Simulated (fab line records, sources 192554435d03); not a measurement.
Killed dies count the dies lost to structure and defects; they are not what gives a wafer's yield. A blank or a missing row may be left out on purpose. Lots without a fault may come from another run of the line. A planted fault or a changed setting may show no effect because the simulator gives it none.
Which tool is to blame? + flow n5-finfet + 69 wafers from 23 lots sampled at 3 of the route's 1938 steps

## WHAT EACH GAUGE READ, for each wafer
N5_PMOS_HMC_CHANNEL_EPI_INSPECT_30: inspects for defects (darkfield).
| lot  | measured    | on                | raw-defect-count |
|------|-------------|-------------------|------------------|
| L074 | day 1 21:33 | defect-inspect-02 | 30 14 12         |
| L075 | day 2 04:40 | defect-inspect-02 | 30 27 25         |
| L076 | day 2 09:14 | defect-inspect-01 | 14 12 12         |
| L077 | day 2 13:50 | defect-inspect-02 | 10 20 21         |
| L078 | day 2 19:59 | defect-inspect-02 | 13 8 9           |
| L079 | day 3 01:47 | defect-inspect-01 | 14 16 12         |
| L080 | day 3 07:49 | defect-inspect-01 | 11 19 15         |
| L081 | day 3 14:19 | defect-inspect-01 | 28 18 14         |
| L082 | day 3 19:53 | defect-inspect-01 | 28 19 20         |
| L083 | day 4 03:16 | defect-inspect-01 | 13 24 9          |
| L084 | day 4 08:06 | defect-inspect-01 | 25 17 24         |
| L086 | day 4 20:26 | defect-inspect-02 | 14 20 19         |
| L087 | day 5 02:08 | defect-inspect-02 | 28 21 10         |
| L088 | day 5 08:02 | defect-inspect-02 | 11 11 27         |
| L089 | day 5 14:07 | defect-inspect-01 | 33 14 18         |
| L090 | day 5 20:14 | defect-inspect-02 | 24 20 35         |
| L091 | day 6 01:56 | defect-inspect-01 | 18 19 21         |
| L092 | day 6 08:25 | defect-inspect-01 | 11 25 18         |
| L093 | day 6 14:23 | defect-inspect-01 | 30 16 24         |
| L094 | day 6 19:55 | defect-inspect-02 | 17 21 35         |
| L095 | day 7 02:29 | defect-inspect-01 | 28 16 7          |
| L096 | day 7 08:14 | defect-inspect-02 | 17 17 13         |
| L097 | day 7 14:37 | defect-inspect-02 | 16 18 10         |

## TOOL THAT RAN EACH LOT (tool first, then ch and the chambers of the sampled wafers, then the start)
| lot  | N5_ZERO_LAYER_ETCH_18           | N5_WELL_APT_DESCUM_30             |
|------|---------------------------------|-----------------------------------|
| L074 | rie-si-01 ch 0,1,2, day 1 12:55 | rie-diel-04 ch 0,3, day 1 15:15   |
| L075 | rie-si-04 ch 0,1,2, day 1 20:22 | rie-diel-01 ch 0,1,3, day 1 22:28 |
| L076 | rie-si-04 ch 0,1,2, day 2 01:26 | rie-diel-01 ch 0,2,3, day 2 03:52 |
| L077 | rie-si-04 ch 1,2,3, day 2 06:47 | rie-diel-04 ch 0,1, day 2 08:59   |
| L078 | rie-si-02 ch 1,3, day 2 12:55   | rie-diel-01 ch 0,3, day 2 14:56   |
| L079 | rie-si-02 ch 1,2, day 2 18:50   | rie-diel-04 ch 0,3, day 2 20:49   |
| L080 | rie-si-01 ch 0,1,2, day 3 00:47 | rie-diel-04 ch 0,3, day 3 02:53   |
| L081 | rie-si-04 ch 0,2, day 3 06:48   | rie-diel-01 ch 1,3, day 3 09:11   |
| L082 | rie-si-01 ch 0,1,2, day 3 13:02 | rie-diel-06 ch 0,2,3, day 3 15:03 |
| L083 | rie-si-01 ch 1,3, day 3 19:45   | rie-diel-01 ch 0,1,2, day 3 22:21 |
| L084 | rie-si-02 ch 1,2,3, day 4 00:53 | rie-diel-04 ch 0,1,2, day 4 03:01 |
| L086 | rie-si-01 ch 2,3, day 4 13:01   | rie-diel-01 ch 0,3, day 4 15:21   |
| L087 | rie-si-01 ch 2,3, day 4 18:56   | rie-diel-06 ch 1,2,3, day 4 21:10 |
| L088 | rie-si-01 ch 0,1,3, day 5 00:49 | rie-diel-01 ch 0,2,3, day 5 02:52 |
| L089 | rie-si-01 ch 0,2, day 5 07:01   | rie-diel-06 ch 1,3, day 5 09:08   |
| L090 | rie-si-04 ch 0,3, day 5 13:00   | rie-diel-01 ch 0,1,2, day 5 15:19 |
| L091 | rie-si-02 ch 1,2,3, day 5 18:55 | rie-diel-06 ch 0,2,3, day 5 21:07 |
| L092 | rie-si-02 ch 0,2, day 6 01:05   | rie-diel-06 ch 0,1,2, day 6 03:19 |
| L093 | rie-si-04 ch 0,1,3, day 6 06:55 | rie-diel-01 ch 0,1,2, day 6 09:10 |
| L094 | rie-si-02 ch 0,2, day 6 13:00   | rie-diel-06 ch 0,1, day 6 15:00   |
| L095 | rie-si-04 ch 0,2,3, day 6 19:02 | rie-diel-06 ch 0,2,3, day 6 21:11 |
| L096 | rie-si-01 ch 0,1,3, day 7 00:57 | rie-diel-04 ch 0,2,3, day 7 03:12 |
| L097 | rie-si-01 ch 0,1, day 7 06:56   | rie-diel-01 ch 1,2, day 7 09:23   |
- N5_ZERO_LAYER_ETCH_18: etches Si in HBr/Cl2, target depth 120 nm, time 40 s.
- N5_WELL_APT_DESCUM_30: chemistry O2, time 7.9 s.

## WHAT THE TOOLS THEMSELVES READ (means of the sampled wafers that have a number; where no wafer has one, the mark that the record gives instead)
N5_ZERO_LAYER_ETCH_18.
| lot  | tool      | bias-w (W) | drypump-motor-current-A (A) | oes-product-au (a.u.) | throttle-valve-pct (%) |
|------|-----------|------------|-----------------------------|-----------------------|------------------------|
| L074 | rie-si-01 | 75.01      | 6.0                         | 1.008                 | 36.67                  |
| L075 | rie-si-04 | 74.85      | 6.2                         | 0.997                 | 36.08                  |
| L076 | rie-si-04 | 74.95      | 6.2                         | 0.992                 | 36.07                  |
| L077 | rie-si-04 | 74.80      | 6.3                         | 0.997                 | 36.08                  |
| L078 | rie-si-02 | 74.99      | 5.9                         | 1.017                 | 36.35                  |
| L079 | rie-si-02 | 75.21      | 5.9                         | 1.021                 | 36.35                  |
| L080 | rie-si-01 | 74.85      | 6.0                         | 1.006                 | 36.65                  |
| L081 | rie-si-04 | 75.02      | 6.4                         | 0.999                 | 36.05                  |
| L082 | rie-si-01 | 74.93      | 6.0                         | 1.010                 | 36.66                  |
| L083 | rie-si-01 | 74.97      | 6.8                         | 0.993                 | 36.49                  |
| L084 | rie-si-02 | 75.02      | 5.7                         | 1.005                 | 36.35                  |
| L086 | rie-si-01 | 74.82      | 6.3                         | 1.011                 | 36.52                  |
| L087 | rie-si-01 | 74.98      | 6.4                         | 1.012                 | 36.52                  |
| L088 | rie-si-01 | 74.86      | 6.4                         | 0.998                 | 36.59                  |
| L089 | rie-si-01 | 74.98      | 5.6                         | 1.018                 | 36.74                  |
| L090 | rie-si-04 | 74.92      | 5.9                         | 1.002                 | 35.88                  |
| L091 | rie-si-02 | 74.98      | 5.7                         | 1.014                 | 36.35                  |
| L092 | rie-si-02 | 74.93      | 5.3                         | 1.015                 | 36.54                  |
| L093 | rie-si-04 | 75.11      | 6.0                         | 0.991                 | 36.00                  |
| L094 | rie-si-02 | 74.91      | 5.3                         | 1.015                 | 36.43                  |
| L095 | rie-si-04 | 74.82      | 6.2                         | 0.999                 | 35.96                  |
| L096 | rie-si-01 | 74.94      | 6.4                         | 0.999                 | 36.59                  |
| L097 | rie-si-01 | 74.61      | 6.1                         | 1.002                 | 36.71                  |

N5_WELL_APT_DESCUM_30.
| lot  | tool        | drypump-motor-current-A (A) | oes-product-au (a.u.) | rf-vpp-V (V) | showerhead-plenum-p-Torr (Torr) | throttle-valve-pct (%) |
|------|-------------|-----------------------------|-----------------------|--------------|---------------------------------|------------------------|
| L074 | rie-diel-04 | 6.5                         | 0.78                  | 244.2        | 2.13                            | 20.30                  |
| L075 | rie-diel-01 | 5.7                         | 0.89                  | 244.5        | 2.16                            | 20.39                  |
| L076 | rie-diel-01 | 5.8                         | 0.91                  | 244.0        | 2.13                            | 20.44                  |
| L077 | rie-diel-04 | 6.0                         | 0.77                  | 242.3        | 2.03                            | 20.39                  |
| L078 | rie-diel-01 | 5.6                         | 0.85                  | 243.6        | 2.15                            | 20.44                  |
| L079 | rie-diel-04 | 6.4                         | 0.74                  | 242.3        | 2.05                            | 20.45                  |
| L080 | rie-diel-04 | 6.4                         | 0.74                  | 243.1        | 2.05                            | 20.45                  |
| L081 | rie-diel-01 | 5.7                         | 0.85                  | 244.4        | 2.12                            | 20.38                  |
| L082 | rie-diel-06 | 5.6                         | 0.78                  | 243.8        | 2.14                            | 20.43                  |
| L083 | rie-diel-01 | 5.9                         | 0.90                  | 244.2        | 2.13                            | 20.41                  |
| L084 | rie-diel-04 | 5.7                         | 0.76                  | 243.5        | 2.09                            | 20.51                  |
| L086 | rie-diel-01 | 5.6                         | 0.84                  | 243.9        | 2.15                            | 20.47                  |
| L087 | rie-diel-06 | 5.5                         | 0.80                  | 243.3        | 2.14                            | 20.38                  |
| L088 | rie-diel-01 | 5.9                         | 0.85                  | 243.7        | 2.12                            | 20.47                  |
| L089 | rie-diel-06 | 5.8                         | 0.83                  | 243.6        | 2.12                            | 20.43                  |
| L090 | rie-diel-01 | 5.9                         | 0.87                  | 243.4        | 2.13                            | 20.44                  |
| L091 | rie-diel-06 | 5.7                         | 0.76                  | 243.3        | 2.13                            | 20.44                  |
| L092 | rie-diel-06 | 5.6                         | 0.79                  | 243.9        | 2.13                            | 20.45                  |
| L093 | rie-diel-01 | 5.9                         | 0.87                  | 244.0        | 2.12                            | 20.45                  |
| L094 | rie-diel-06 | 5.9                         | 0.79                  | 242.8        | 2.09                            | 20.57                  |
| L095 | rie-diel-06 | 5.6                         | 0.75                  | 242.9        | 2.13                            | 20.47                  |
| L096 | rie-diel-04 | 6.1                         | 0.81                  | 244.3        | 2.19                            | 20.48                  |
| L097 | rie-diel-01 | 6.1                         | 0.85                  | 242.6        | 2.06                            | 20.47                  |

## THE ANSWER, worked out from the rows above alone
Rule: what is usual is taken from the lots themselves. Put in order of their means at a reading, lots are off if they are a third of the lots or fewer, leave a main group of 4 or more, and stand apart from it by a gap of 3 or more times the standard deviation of the main group's means; of several such gaps the widest counts. A main group whose means are all the same, to the digits that the tables above print for the reading, isn't used. Also off: a lot with no number at a reading for which 4 or more lots have one. Where the step has rows for the other lots, those lots are counted as sound. First the gauges in route order, then the tools' own readings, where a lot's mean is used as printed above. The first step at which some lot is off is used, and at that step the reading that is off furthest; a lot without a number counts as furthest.
No lot is off at any reading shown: from this, nothing can be told.

## WHAT THE SIMULATOR HAD PUT IN
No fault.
